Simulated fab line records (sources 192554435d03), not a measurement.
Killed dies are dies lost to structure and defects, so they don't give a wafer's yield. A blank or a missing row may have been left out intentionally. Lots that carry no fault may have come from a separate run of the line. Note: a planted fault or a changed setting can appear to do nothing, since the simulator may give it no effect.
fab line records | flow n5Finfet
record lots=11 | wafers=33 | lastDay=16
route steps=1938 shown BEOL_M10@1534 BEOL_M11@1540
lots untouched by any fault: they come from a run of this same line in which no faults occurred
startH: hours from the record's opening day to when the first of the lot's shown wafers began | waitH: hours from the lot's prior step to this one | " unchanged from the row above | L1.1+2: several wafers, shown together as one row | - no value, or no start given | * or withheld: withheld | < > ~ a bound
route shown NAME@n: NAME is a module with steps in the file, n the number in the route of the first one | usual: the fault-free wafers' mean and standard deviation | same: alike in all rows | chamber/n: place in a boat | sites: each site's reading | _std_site: their standard deviation | _edge_site: inner sites' mean taken away from outer sites' mean | radiusMm: how far each site lies from the wafer's centre | mask NAME#n: copy n | behind: the tool/chamber that last shaped the wafer | hold: why the lot went on hold/how many hours it stayed there/how the hold came to an end | device: the transistor (n, p or np) that didn't switch | end of line: the route-end tests of the same wafers | for a step that has no rows: nothing shown but its recipe | killed: count of dies lost to structure and defects at first sort (not the wafer's yield) | map: a wafer's dies, marking killed ones x, the rest . and places with no die _
set.NAME: the run value of the setting; set.NAME@STEP: its run value at that earlier step | model.NAME: the simulator's own value behind a step, which no gauge read
route steps across a sampled set of lots; one table per step, one row per wafer
services: when a tool's chamber went out of use (startH, in hours from the record's first day, below 0 if earlier), for how many hours, and the reason
## steps
# step N5_BEOL_M10_RS_MEAS_57
# recipe thkMeasGauge=four-point-probe | reads=Cu_of_BEOL_M10_ECD_50+Co_of_BEOL_M10_CVD_75+TaN_of_BEOL_M10_ALD_74
# usual M10_RS=0.150/0.0041
lot.wafer | tool         | chamber | startH | waitH | M10_RS[ohm/sq]
L208.1    | filmMetro-02 | -       | 237.25 | 0.1   | 0.153
L208.4    | "            | -       | "      | "     | 0.143
L208.5    | "            | -       | "      | "     | 0.149
L211.1    | filmMetro-02 | -       | 239.94 | 0.1   | 0.146
L211.5    | "            | -       | "      | "     | 0.145
L211.6    | "            | -       | "      | "     | 0.157
L209.4    | filmMetro-01 | -       | 241.76 | 0.0   | 0.146
L209.5    | "            | -       | "      | "     | 0.149
L209.6    | "            | -       | "      | "     | 0.151
L214.2    | filmMetro-02 | -       | 250.43 | 0.1   | 0.153
L214.3    | "            | -       | "      | "     | 0.150
L214.6    | "            | -       | "      | "     | 0.155
L212.1    | filmMetro-01 | -       | 255.38 | 0.1   | 0.147
L212.4    | "            | -       | "      | "     | 0.156
L212.5    | "            | -       | "      | "     | 0.148
L217.2    | filmMetro-01 | -       | 298.00 | 0.1   | 0.151
L217.3    | "            | -       | "      | "     | 0.149
L217.5    | "            | -       | "      | "     | 0.152
L219.2    | filmMetro-02 | -       | 306.06 | 0.1   | 0.153
L219.3    | "            | -       | "      | "     | 0.144
L219.6    | "            | -       | "      | "     | 0.145
L220.1    | filmMetro-01 | -       | 315.86 | 0.1   | 0.158
L220.5    | "            | -       | "      | "     | 0.148
L220.6    | "            | -       | "      | "     | 0.153
L222.1    | filmMetro-01 | -       | 324.72 | 0.1   | 0.152
L222.3    | "            | -       | "      | "     | 0.143
L222.5    | "            | -       | "      | "     | 0.142
L223.4    | filmMetro-02 | -       | 326.13 | 0.0   | 0.146
L223.5    | "            | -       | "      | "     | 0.151
L223.6    | "            | -       | "      | "     | 0.151
L225.1    | filmMetro-01 | -       | 327.67 | 0.1   | 0.144
L225.2    | "            | -       | "      | "     | 0.144
L225.3    | "            | -       | "      | "     | 0.153
# step N5_BEOL_M11_HM_DEP_02
# recipe material=TiN | targetThkA=200 | tempC=25 | chamberPressurePa=0.49996
# usual throttleValvePct=29.9/1
lot.wafer | tool          | chamber | startH | waitH | throttleValvePct
L208.1    | pvdSputter-02 | -       | 238.41 | 0.4   | 30.1
L208.4    | "             | -       | "      | "     | 29.0
L208.5    | "             | -       | "      | "     | 30.0
L211.1    | pvdSputter-01 | -       | 241.46 | 0.8   | 28.3
L211.5    | "             | -       | "      | "     | 30.5
L211.6    | "             | -       | "      | "     | 30.3
L209.4    | pvdSputter-02 | -       | 242.56 | 0.1   | 30.4
L209.5    | "             | -       | "      | "     | 29.2
L209.6    | "             | -       | "      | "     | 30.7
L214.2    | pvdSputter-02 | -       | 253.53 | 2.4   | 29.9
L214.3    | "             | -       | "      | "     | 30.1
L214.6    | "             | -       | "      | "     | 30.3
L212.1    | pvdSputter-02 | -       | 257.03 | 0.5   | 29.3
L212.4    | "             | -       | "      | "     | 30.3
L212.5    | "             | -       | "      | "     | 29.2
L217.2    | pvdSputter-01 | -       | 300.77 | 1.6   | 30.0
L217.3    | "             | -       | "      | "     | 30.5
L217.5    | "             | -       | "      | "     | 31.7
L219.2    | pvdSputter-02 | -       | 307.55 | 0.8   | 30.1
L219.3    | "             | -       | "      | "     | 29.7
L219.6    | "             | -       | "      | "     | 29.8
L220.1    | pvdSputter-03 | -       | 317.12 | 0.1   | 28.9
L220.5    | "             | -       | "      | "     | 27.5
L220.6    | "             | -       | "      | "     | 30.0
L222.1    | pvdSputter-02 | -       | 325.46 | 0.0   | 30.2
L222.3    | "             | -       | "      | "     | 30.2
L222.5    | "             | -       | "      | "     | 30.2
L223.4    | pvdSputter-02 | -       | 327.97 | 0.6   | 29.6
L223.5    | "             | -       | "      | "     | 29.2
L223.6    | "             | -       | "      | "     | 30.1
L225.1    | pvdSputter-02 | -       | 330.88 | 1.1   | 30.1
L225.2    | "             | -       | "      | "     | 29.8
L225.3    | "             | -       | "      | "     | 29.3
# step N5_BEOL_M11_OVL_MEAS_12
# recipe pointsPerWafer=44
# usual M11_OVL=0.4/0.79
lot.wafer | tool       | chamber | startH | waitH | M11_OVL[nm]
L208.1    | overlay-01 | 0       | 238.94 | 0.0   | 1.0
L208.4    | "          | 0       | "      | "     | 1.5
L208.5    | "          | 0       | "      | "     | 0.4
L211.1    | overlay-01 | 0       | 241.98 | 0.0   | -0.2
L211.5    | "          | 0       | "      | "     | -0.4
L211.6    | "          | 0       | "      | "     | -0.1
L209.4    | overlay-02 | 0       | 243.08 | 0.0   | 1.0
L209.5    | "          | 0       | "      | "     | 0.8
L209.6    | "          | 0       | "      | "     | 1.2
L214.2    | overlay-01 | 0       | 253.93 | 0.0   | 0.3
L214.3    | "          | 0       | "      | "     | -0.4
L214.6    | "          | 0       | "      | "     | 0.5
L212.1    | overlay-01 | 0       | 257.43 | 0.0   | 0.7
L212.4    | "          | 0       | "      | "     | 1.1
L212.5    | "          | 0       | "      | "     | 0.8
L217.2    | overlay-02 | 0       | 301.30 | 0.0   | -0.2
L217.3    | "          | 0       | "      | "     | 0.7
L217.5    | "          | 0       | "      | "     | -0.5
L219.2    | overlay-02 | 0       | 308.07 | 0.0   | 0.6
L219.3    | "          | 0       | "      | "     | 0.7
L219.6    | "          | 0       | "      | "     | 1.3
L220.1    | overlay-01 | 0       | 317.65 | 0.0   | 1.2
L220.5    | "          | 0       | "      | "     | 0.4
L220.6    | "          | 0       | "      | "     | 0.6
L222.1    | overlay-02 | 0       | 325.99 | 0.0   | 0.5
L222.3    | "          | 0       | "      | "     | 0.4
L222.5    | "          | 0       | "      | "     | 0.0
L223.4    | overlay-01 | 0       | 328.33 | 0.0   | 0.2
L223.5    | "          | 0       | "      | "     | -0.1
L223.6    | "          | 0       | "      | "     | -0.7
L225.1    | overlay-01 | 0       | 331.42 | 0.0   | 0.1
L225.2    | "          | 0       | "      | "     | -0.1
L225.3    | "          | 0       | "      | "     | 1.0
# step N5_BEOL_M11_ETCH_61
# recipe chemistry=CF4 | target=SiARC | targetDepthA=390 | maskMaterial=CAR-ArF | timeS=65 | ionEnergyEv=80 | pressureMtorr=40 | sourceW=545 | biasW=36 | Ar_flow_sccm=100 | cf4FlowSccm=100 | ends=cleared
# usual drypumpMotorCurrentA=5.8/0.52 | etchRfOnTimeS=64.3/2.7 | oesProductAu=0.70/0.07 | rfVppV=183.8/0.96 | showerheadPlenumPTorr=2.13/0.054 | throttleValvePct=15.53/0.23
lot.wafer | tool       | chamber | startH | waitH | drypumpMotorCurrentA | etchRfOnTimeS | oesProductAu | rfHoursCounterH | rfVppV | showerheadPlenumPTorr | throttleValvePct
L208.1    | rieDiel-01 | 3       | 239.18 | 0.0   | 6.3                  | 66.3          | 0.63         | 145             | 182.6  | 2.06                  | 15.60
L208.4    | "          | 2       | "      | "     | 5.6                  | 63.9          | 0.73         | -               | 183.4  | 2.08                  | 15.39
L208.5    | "          | 0       | "      | "     | 6.0                  | 66.6          | 0.62         | -               | 183.8  | 2.13                  | 15.72
L211.1    | rieDiel-05 | 1       | 242.08 | 0.0   | 5.5                  | 66.9          | 0.68         | 72              | 183.7  | 2.17                  | 15.37
L211.5    | "          | 0       | "      | "     | 6.4                  | 63.1          | 0.67         | -               | 184.3  | 2.07                  | 15.72
L211.6    | "          | 1       | "      | "     | 5.4                  | 66.5          | 0.68         | -               | 183.8  | 2.17                  | 15.34
L209.4    | rieDiel-05 | 2       | 243.18 | 0.0   | 5.7                  | 65.9          | 0.72         | 66              | 184.5  | 2.15                  | 15.09
L209.5    | "          | 0       | "      | "     | 6.4                  | 63.4          | 0.65         | -               | 182.4  | 2.07                  | 15.73
L209.6    | "          | 1       | "      | "     | 5.4                  | 67.5          | 0.68         | -               | 184.4  | 2.17                  | 15.37
L214.2    | rieDiel-03 | 2       | 254.02 | 0.0   | 5.2                  | 62.3          | 0.61         | 223             | 183.7  | 2.12                  | 15.85
L214.3    | "          | 3       | "      | "     | 6.4                  | 59.2          | 0.77         | 47              | 183.3  | 2.10                  | 15.17
L214.6    | "          | 2       | "      | "     | 5.2                  | 62.7          | 0.62         | -               | 184.1  | 2.12                  | 15.85
L212.1    | rieDiel-01 | 0       | 257.52 | 0.0   | 6.0                  | 68.0          | 0.60         | 180             | 183.5  | 2.13                  | 15.74
L212.4    | "          | 2       | "      | "     | 5.6                  | 64.5          | 0.71         | 62              | 183.8  | 2.08                  | 15.41
L212.5    | "          | 0       | "      | "     | 6.0                  | 67.4          | 0.61         | -               | 183.3  | 2.13                  | 15.71
L217.2    | rieDiel-03 | 0       | 301.39 | 0.0   | 6.5                  | 63.3          | 0.79         | 19              | 183.5  | 2.13                  | 15.51
L217.3    | "          | 2       | "      | "     | 5.2                  | 63.6          | 0.60         | 236             | 183.3  | 2.12                  | 15.87
L217.5    | "          | 0       | "      | "     | 6.6                  | 63.4          | 0.78         | -               | 183.9  | 2.13                  | 15.50
L219.2    | rieDiel-05 | 1       | 308.17 | 0.0   | 5.4                  | 69.0          | 0.66         | 91              | 184.1  | 2.16                  | 15.42
L219.3    | "          | 0       | "      | "     | 6.4                  | 61.7          | 0.65         | 141             | 181.4  | 2.06                  | 15.76
L219.6    | "          | 3       | "      | "     | 5.5                  | 61.1          | 0.78         | -               | 184.4  | 2.18                  | 15.54
L220.1    | rieDiel-05 | 2       | 317.91 | 0.0   | 5.7                  | 109.3         | 0.59         | 88              | 184.4  | 2.14                  | 15.15
L220.5    | "          | 0       | "      | "     | 6.4                  | 103.4         | 0.53         | -               | 184.0  | 2.06                  | 15.77
L220.6    | "          | 3       | "      | "     | 5.5                  | 99.7          | 0.63         | -               | 183.5  | 2.18                  | 15.56
L222.1    | rieDiel-03 | 2       | 326.08 | 0.0   | 5.2                  | 63.7          | 0.60         | 244             | 184.1  | 2.12                  | 15.89
L222.3    | "          | 3       | "      | "     | 6.4                  | 59.4          | 0.75         | 67              | 184.2  | 2.09                  | 15.21
L222.5    | "          | 3       | "      | "     | 6.4                  | 59.9          | 0.75         | -               | 182.9  | 2.09                  | 15.22
L223.4    | rieDiel-05 | 1       | 328.53 | 0.0   | 5.4                  | 114.9         | 0.56         | -               | 183.9  | 2.16                  | 15.39
L223.5    | "          | 3       | "      | "     | 5.5                  | 100.7         | 0.63         | -               | 182.9  | 2.18                  | 15.56
L223.6    | "          | 2       | "      | "     | 5.7                  | 111.0         | 0.60         | -               | 183.6  | 2.14                  | 15.13
L225.1    | rieDiel-05 | 3       | 331.51 | 0.0   | 5.5                  | 102.1         | 0.62         | 57              | 183.6  | 2.18                  | 15.57
L225.2    | "          | 1       | "      | "     | 5.4                  | 114.7         | 0.56         | 98              | 184.8  | 2.16                  | 15.41
L225.3    | "          | 2       | "      | "     | 5.7                  | 111.2         | 0.58         | 92              | 184.3  | 2.14                  | 15.16
## services
tool          | chamber | startH | hours | kind
rieDiel-03    | 0       | 214.92 | -     | clean
rieDiel-03    | 0       | 214.92 | -     | consumableReplace:focusRing
rieDiel-03    | 0       | 214.92 | 18.6  | scheduledDown
rieDiel-03    | 0       | 214.92 | 18.6  | ventCycle
rieDiel-05    | 3       | 215.50 | 3.4   | repair
rieDiel-05    | 1       | 223.62 | 5.1   | repair
rieDiel-01    | 1       | 235.70 | -     | clean
rieDiel-01    | 1       | 235.70 | -     | consumableReplace:focusRing
rieDiel-01    | 1       | 235.70 | -     | consumableReplace:showerhead
rieDiel-01    | 1       | 235.70 | 14.6  | scheduledDown
rieDiel-01    | 1       | 235.70 | 14.6  | ventCycle
rieDiel-01    | 3       | 248.54 | 4.6   | repair
rieDiel-03    | -       | 271.79 | 0.6   | repair
pvdSputter-03 | -       | 277.53 | 2.1   | repair
rieDiel-05    | 2       | 312.96 | 1.2   | repair
rieDiel-05    | 0       | 325.26 | 13.9  | repair
## key
firstSign step=N5_BEOL_M11_ETCH_61 | reading=etchRfOnTimeS | direction=up | sigmas=16 | usual=* | struck=*
effect step=N5_BEOL_M11_ETCH_61 | reading=oesProductAu | direction=down | sigmas=1.5 | usual=0.70 | struck=0.59 | wafersMoved=3
metAt N5_BEOL_M11_ETCH_61
struckLots L220,L223,L225
notActingAt N5_BEOL_M10_RS_MEAS_57,N5_BEOL_M11_HM_DEP_02,N5_BEOL_M11_OVL_MEAS_12
onsetBetween 308.17 317.91
fault kind=processParameterDrift | tool=rieDiel-05 | chamber=- | onsetH=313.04 | steps=N5_BEOL_M11_ETCH_61 | channel=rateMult | offset=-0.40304 | shape=step | endH=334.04
